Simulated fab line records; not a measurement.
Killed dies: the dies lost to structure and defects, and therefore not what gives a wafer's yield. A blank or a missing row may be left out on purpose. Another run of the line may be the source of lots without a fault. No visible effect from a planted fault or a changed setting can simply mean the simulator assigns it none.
fab line records ; flow nand-harc
record: lots: 12; wafers: 36; last-day: 25
route steps=1159 shown P_M2@340 P_BONDPAD@372
lots untouched by any fault: they come from a run of this same line in which no faults occurred
start-h: start of the lot's first displayed wafer, in hours after the record's first day ; wait-h: how many hours have passed since the lot's step before this one ; " as in the row above ; L1.1+2: one row covering several wafers at once ; - value missing, or start not given ; * or withheld: withheld ; < > ~ a bound
route shown NAME@n: NAME is a module with steps in the file, n the number in the route of the first one ; usual: mean/standard deviation of fault-free wafers ; same: alike in all rows ; chamber/n: place in a boat ; sites: the reading at each site ; _std_site: standard deviation across them ; _edge_site: the outer-site mean with the inner-site mean subtracted ; radius-mm: how far each site lies from the wafer's centre ; mask NAME#n: copy n ; behind: the last tool/chamber to shape the wafer ; hold: why the lot was held/for how many hours/how that ended ; device: whichever transistor did not switch (one of n, p or np) ; end of line: tests of these same wafers at the route's end ; where a step has no rows: the recipe by itself ; killed: not the wafer's yield, but the dies lost to structure and defects at the first sort ; map: a wafer's dies, x killed, . not, _ none there
set.NAME: setting as actually run; set.NAME@STEP: the setting as run at that earlier step ; model.NAME: the simulator's own value behind a step, which no gauge read
one table for each step of the route and one row for each wafer, over a sample of lots
services: when a tool's chamber went out of use (start-h, in hours from the record's first day, below 0 if earlier), for how many hours, and the reason
== steps ==
step: NHARC_P_M2_PVD_20
recipe: target-thk-a: 50; bias-v: 168.6; power-w: 15000; chamber-pressure-pa: 0.12; time-s: 8.06; substrate-temp-c: 50; material: TaN
usual: cathode-dc-power-W: 15000/2.5; throttle-valve-pct: 29.8/0.74
lot.wafer;tool;chamber;start-h;wait-h;cathode-dc-power-W;throttle-valve-pct
L117.1;pvd-sputter-03;-;-;-;15002;29.2
L117.3;pvd-sputter-03;-;-;-;15001;30.0
L117.5;pvd-sputter-03;-;-;-;14998;31.1
L118.1;pvd-sputter-01;-;-;-;15003;29.0
L118.2;pvd-sputter-01;-;-;-;15004;30.2
L118.6;pvd-sputter-01;-;-;-;15000;30.4
L120.2;pvd-sputter-01;-;-;-;14999;29.1
L120.3;pvd-sputter-01;-;-;-;14997;30.2
L120.6;pvd-sputter-01;-;-;-;14999;30.4
L119.4;pvd-sputter-03;-;-;-;14997;29.2
L119.3;pvd-sputter-03;-;-;-;14999;31.1
L119.6;pvd-sputter-03;-;-;-;15005;29.9
L122.4;pvd-sputter-01;-;-;-;15004;30.5
L122.3;pvd-sputter-01;-;-;-;14998;29.1
L122.6;pvd-sputter-01;-;-;-;15002;30.2
L123.1;pvd-sputter-01;-;-;-;15003;30.8
L123.2;pvd-sputter-01;-;-;-;14998;30.3
L123.5;pvd-sputter-01;-;-;-;15004;28.8
L124.1;pvd-sputter-01;-;-;-;15000;30.9
L124.2;pvd-sputter-01;-;-;-;14997;29.9
L124.5;pvd-sputter-01;-;-;-;14997;30.6
L129.2;pvd-sputter-01;-;-;-;15000;29.3
L129.4;pvd-sputter-01;-;-;-;15001;30.2
L129.1;pvd-sputter-01;-;-;-;15003;30.6
L130.3;pvd-sputter-03;-;-;-;15000;29.7
L130.5;pvd-sputter-03;-;-;-;14999;30.1
L130.6;pvd-sputter-03;-;-;-;15003;30.0
L131.1;pvd-sputter-02;-;-;-;14995;29.0
L131.3;pvd-sputter-02;-;-;-;15001;29.2
L131.5;pvd-sputter-02;-;-;-;15003;29.2
L135.1;pvd-sputter-03;-;-;-;15000;29.1
L135.3;pvd-sputter-03;-;-;-;14999;31.1
L135.6;pvd-sputter-03;-;-;-;14996;29.1
L138.4;pvd-sputter-02;-;-;-;14999;29.0
L138.3;pvd-sputter-02;-;-;-;15000;28.8
L138.1;pvd-sputter-02;-;-;-;15000;31.4
step: NHARC_P_M2_ANNEAL_31
recipe: temp-c: 225; time-s: 90
usual: wafer_temp_C_max: 225.9/0.31
lot.wafer;tool;chamber;start-h;wait-h;wafer_temp_C_max
L117.1;rtp-anneal-02;0;146.51;0.3;225.9
L117.3;rtp-anneal-02;0;146.51;0.3;225.7
L117.5;rtp-anneal-02;0;146.51;0.3;226.1
L118.1;rtp-anneal-02;0;147.95;0.3;225.8
L118.2;rtp-anneal-02;0;147.95;0.3;225.7
L118.6;rtp-anneal-02;0;147.95;0.3;225.7
L120.2;rtp-anneal-02;0;148.68;0.3;225.7
L120.3;rtp-anneal-02;0;148.68;0.3;226.1
L120.6;rtp-anneal-02;0;148.68;0.3;225.9
L119.3;rtp-anneal-02;0;155.63;-;225.5
L119.4;rtp-anneal-02;0;155.63;-;225.4
L119.6;rtp-anneal-02;0;155.63;-;225.8
L122.3;rtp-anneal-01;0;169.69;-;226.0
L122.4;rtp-anneal-01;0;169.69;-;225.7
L122.6;rtp-anneal-01;0;169.69;-;225.7
L123.1;rtp-anneal-01;0;180.27;0.3;226.1
L123.2;rtp-anneal-01;0;180.27;0.3;226.1
L123.5;rtp-anneal-01;0;180.27;0.3;226.7
L124.1;rtp-anneal-02;0;186.24;0.3;225.8
L124.2;rtp-anneal-02;0;186.24;0.3;225.7
L124.5;rtp-anneal-02;0;186.24;0.3;226.1
L129.1;rtp-anneal-02;0;223.02;0.3;225.9
L129.2;rtp-anneal-02;0;223.02;0.3;225.6
L129.4;rtp-anneal-02;0;223.02;0.3;225.7
L130.3;rtp-anneal-01;0;226.04;-;225.9
L130.5;rtp-anneal-01;0;226.04;-;225.9
L130.6;rtp-anneal-01;0;226.04;-;225.9
L131.1;rtp-anneal-02;0;229.83;-;225.9
L131.3;rtp-anneal-02;0;229.83;-;225.6
L131.5;rtp-anneal-02;0;229.83;-;225.9
L135.1;rtp-anneal-02;0;239.12;-;225.4
L135.3;rtp-anneal-02;0;239.12;-;225.8
L135.6;rtp-anneal-02;0;239.12;-;225.8
L138.1;rtp-anneal-02;0;266.03;0.3;226.0
L138.3;rtp-anneal-02;0;266.03;0.3;225.8
L138.4;rtp-anneal-02;0;266.03;0.3;225.5
step: NHARC_P_BONDPAD_ETCH_24
recipe: target-depth-a: 300; over-etch-frac: 0.3; time-s: 72.99; ion-energy-ev: 150; cf4-flow-sccm: 50; n2-flow-sccm: 100; ar-flow-sccm: 150; rf-w: 300; bias-w: 100; chemistry: CF4/N2
usual: drypump-motor-current-A: 5.7/0.53; oes-product-au: 0.998/0.013; rf-vpp-V: 314.2/1.9; showerhead-plenum-p-Torr: 2.62/0.11; throttle-valve-pct: 19.795/0.0095
lot.wafer;tool;chamber;start-h;wait-h;drypump-motor-current-A;oes-product-au;rf-hours-counter-h;rf-vpp-V;showerhead-plenum-p-Torr;throttle-valve-pct
L117.3;rie-diel-01;0;-;-;5.8;0.990;2;316.1;2.73;19.795
L117.1;rie-diel-01;1;-;-;5.0;1.013;1;314.5;2.59;19.789
L117.5;rie-diel-01;3;-;-;6.6;1.008;-;316.9;2.76;19.788
L118.1;rie-diel-11;2;-;-;5.3;0.988;12;312.1;2.58;19.799
L118.2;rie-diel-11;0;-;-;5.8;0.994;12;314.7;2.70;19.783
L118.6;rie-diel-11;3;-;-;5.0;1.009;-;311.8;2.46;19.799
L120.3;rie-diel-11;2;-;-;5.3;0.977;12;312.4;2.58;19.803
L120.2;rie-diel-11;3;-;-;5.0;0.989;10;311.7;2.46;19.800
L120.6;rie-diel-11;0;-;-;5.9;1.001;-;314.6;2.70;19.791
L119.4;rie-diel-11;2;-;-;5.3;0.977;12;313.6;2.58;19.782
L119.3;rie-diel-11;3;-;-;5.0;1.001;10;311.3;2.46;19.792
L119.6;rie-diel-11;1;-;-;6.4;1.005;-;315.7;2.71;19.799
L122.4;rie-diel-11;3;-;-;5.0;1.011;11;311.1;2.46;19.807
L122.3;rie-diel-11;0;-;-;5.9;1.004;14;315.6;2.70;19.794
L122.6;rie-diel-11;3;-;-;5.0;1.002;-;311.7;2.46;19.817
L123.1;rie-diel-11;0;-;-;5.8;0.997;14;316.4;2.70;19.789
L123.2;rie-diel-11;1;-;-;6.4;1.012;14;314.1;2.70;19.777
L123.5;rie-diel-11;3;-;-;5.1;1.012;-;312.3;2.46;19.804
L124.1;rie-diel-01;1;189.61;-;5.0;1.019;18;314.2;2.59;19.781
L124.2;rie-diel-01;3;189.61;-;6.6;1.003;22;319.9;2.75;19.799
L124.5;rie-diel-01;2;189.61;-;5.2;1.007;-;313.9;2.71;19.793
L129.4;rie-diel-11;2;-;-;5.3;0.990;3;314.1;2.58;19.792
L129.2;rie-diel-11;3;-;-;5.0;0.990;3;310.5;2.45;19.789
L129.1;rie-diel-11;1;-;-;6.4;1.000;4;315.5;2.70;19.800
L130.3;rie-diel-02;3;-;-;6.0;0.997;27;313.5;2.49;19.784
L130.5;rie-diel-02;3;-;-;6.0;0.991;-;312.4;2.49;19.811
L130.6;rie-diel-02;0;-;-;6.0;0.978;-;311.4;2.49;19.788
L131.1;rie-diel-11;0;-;-;5.8;1.002;4;314.5;2.70;19.786
L131.3;rie-diel-11;1;-;-;6.4;0.984;4;316.0;2.70;19.808
L131.5;rie-diel-11;3;-;-;5.0;0.999;-;312.8;2.45;19.785
L135.3;rie-diel-11;3;-;-;5.0;1.006;5;310.7;2.45;19.788
L135.1;rie-diel-11;1;-;-;6.4;1.003;6;314.8;2.70;19.781
L135.6;rie-diel-11;3;-;-;5.0;0.998;-;311.1;2.45;19.795
L138.1;rie-diel-01;3;-;-;6.6;1.007;52;316.9;2.74;19.784
L138.4;rie-diel-01;0;-;-;5.9;0.987;52;317.1;2.71;19.807
L138.3;rie-diel-01;1;-;-;5.0;1.011;52;313.5;2.57;19.797
step: NHARC_P_BONDPAD_PVD_17
recipe: target-thk-a: 50; bias-v: 168.6; power-w: 15000; chamber-pressure-pa: 0.12; time-s: 8.06; substrate-temp-c: 50; material: TaN
usual: cathode-dc-power-W: 15000/2.4; throttle-valve-pct: 29.9/0.84
lot.wafer;tool;chamber;start-h;wait-h;cathode-dc-power-W;throttle-valve-pct
L117.1;pvd-sputter-02;-;150.55;-;15000;29.5
L117.3;pvd-sputter-02;-;150.55;-;14996;31.6
L117.5;pvd-sputter-02;-;150.55;-;15000;29.1
L118.1;pvd-sputter-02;-;151.92;-;15000;28.6
L118.2;pvd-sputter-02;-;151.92;-;15001;31.3
L118.6;pvd-sputter-02;-;151.92;-;15001;28.5
L120.3;pvd-sputter-01;-;152.64;-;15003;28.7
L120.2;pvd-sputter-01;-;152.64;-;15001;30.3
L120.6;pvd-sputter-01;-;152.64;-;14998;29.2
L119.3;pvd-sputter-02;-;159.33;-;14998;29.7
L119.4;pvd-sputter-02;-;159.33;-;14998;28.7
L119.6;pvd-sputter-02;-;159.33;-;14998;31.6
L122.3;pvd-sputter-01;-;173.37;-;15000;30.5
L122.4;pvd-sputter-01;-;173.37;-;15000;29.2
L122.6;pvd-sputter-01;-;173.37;-;14997;30.1
L123.1;pvd-sputter-03;-;184.15;-;15006;29.3
L123.2;pvd-sputter-03;-;184.15;-;15001;29.9
L123.5;pvd-sputter-03;-;184.15;-;15000;31.0
L124.1;pvd-sputter-03;-;190.13;-;14998;31.0
L124.2;pvd-sputter-03;-;190.13;-;15001;29.7
L124.5;pvd-sputter-03;-;190.13;-;15001;29.1
L129.1;pvd-sputter-03;-;226.97;-;16300;30.8
L129.2;pvd-sputter-03;-;226.97;-;16299;29.9
L129.4;pvd-sputter-03;-;226.97;-;16294;29.7
L130.3;pvd-sputter-01;-;229.98;-;15001;29.6
L130.5;pvd-sputter-01;-;229.98;-;15000;29.9
L130.6;pvd-sputter-01;-;229.98;-;15000;30.7
L131.1;pvd-sputter-03;-;233.63;-;16298;31.2
L131.3;pvd-sputter-03;-;233.63;-;16298;30.1
L131.5;pvd-sputter-03;-;233.63;-;16301;29.3
L135.1;pvd-sputter-02;-;243.06;-;14999;31.4
L135.3;pvd-sputter-02;-;243.06;-;14997;28.9
L135.6;pvd-sputter-02;-;243.06;-;15000;31.4
L138.4;pvd-sputter-02;-;270.36;-;15002;28.8
L138.1;pvd-sputter-02;-;270.36;-;14999;29.3
L138.3;pvd-sputter-02;-;270.36;-;15000;31.2
== services ==
tool;chamber;start-h;hours;kind
rie-diel-01;2;122.17;4.6;repair
rie-diel-01;1;132.81;3.8;repair
rie-diel-01;-;137.80;9.0;pm
rie-diel-11;0;144.00;-;clean
rie-diel-11;1;144.00;-;clean
rie-diel-11;2;144.00;-;clean
rie-diel-11;3;144.00;-;clean
rie-diel-02;-;150.70;9.0;pm
pvd-sputter-01;-;158.06;10.0;pm
pvd-sputter-02;-;167.76;0.7;repair
rie-diel-11;0;168.50;-;clean
rie-diel-11;1;168.50;-;clean
rie-diel-11;2;168.50;-;clean
rie-diel-11;3;168.50;-;clean
rie-diel-11;-;189.53;9.0;pm
rie-diel-11;0;189.53;9.0;vent-cycle
rie-diel-11;1;189.53;9.0;vent-cycle
rie-diel-11;2;189.53;9.0;vent-cycle
pvd-sputter-01;-;210.20;3.8;repair
rie-diel-02;2;212.03;3.8;repair
pvd-sputter-02;-;214.00;10.0;pm
pvd-sputter-01;-;219.12;1.2;repair
rie-diel-02;-;222.35;0.2;repair
pvd-sputter-01;-;237.14;38.6;repair
== key ==
first-sign: step: NHARC_P_BONDPAD_PVD_17; reading: cathode-dc-power-W; direction: up; sigmas: 99+; usual: *; struck: *
effect none on later readings
met-at NHARC_P_BONDPAD_PVD_17
struck-lots L129,L131
not-acting-at NHARC_P_M2_PVD_20,NHARC_P_M2_ANNEAL_31,NHARC_P_BONDPAD_ETCH_24
onset-between 190.13 226.97
fault: kind: process-parameter-drift; tool: pvd-sputter-03; chamber: -; onset-h: 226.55; steps: NHARC_P_BONDPAD_PVD_17; channel: power-w; offset: *; shape: step; end-h: 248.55; acts-in: *; stated: *
